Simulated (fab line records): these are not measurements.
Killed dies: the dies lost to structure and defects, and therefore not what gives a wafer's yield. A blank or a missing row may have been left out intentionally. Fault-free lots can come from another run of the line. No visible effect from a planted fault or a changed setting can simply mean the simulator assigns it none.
Chamber matching    flow nand_harc    ald_metal-04 running NHARC_A_BLC_ALD_23: 4 sister chambers
The step deposits TiN, target thk 3 nm, pulse time 1 s, ald cycles 150. 8 wafers are shown with their chamber, then 7 later ones without.

== WAFERS WITH THEIR CHAMBER ==
wafer   chamber  heater_power_w (W)  precursor_pulse_height_rel
L075.6  3        1165                1.000
L082.5  2        1060                1.004
L082.3  3        1185                1.015
L082.4  0        1098                1.003
L087.3  2        1051                1.011
L087.5  1        1059                1.007
L088.1  1        1068                1.035
L088.4  0        1095                1.005

== WAFERS MISSING THEIR CHAMBER ==
wafer   heater_power_w (W)  precursor_pulse_height_rel
L088.6  1156                1.000
L089.3  1044                0.979
L089.4  1016                1.013
L089.6  1174                0.999
L092.1  1069                1.016
L092.4  1085                1.023
L092.5  1066                0.997

== CHAMBER TAKEN BY EACH ==
wafer   from the rows above           in truth
L088.6  3                             3
L089.3  can't be placed: 2 or 1       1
L089.4  can't be placed: 2 or 1       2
L089.6  3                             3
L092.1  can't be placed: 1 or 2       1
L092.4  can't be placed: 0 or 1 or 2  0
L092.5  can't be placed: 2 or 1       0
Correctly placed: 2 of 7. Cannot be placed on the basis of these rows: 5; the candidates contain the true chamber in 4. Placed wrongly: 0.
How it was worked out, from the rows above alone: a wafer's distance from a chamber is the root of the sum, over the readings, of the square of ((its reading less the chamber's mean) divided by the reading's scatter). The wafer belongs to the nearest chamber; if the next one is less than 2 further off, it can't be placed. Each chamber's mean is taken over the wafers shown for it. The scatter is the square root of a quotient: the sum, over the shown wafers, of each reading's squared deviation from its chamber's mean, divided by wafers minus chambers.
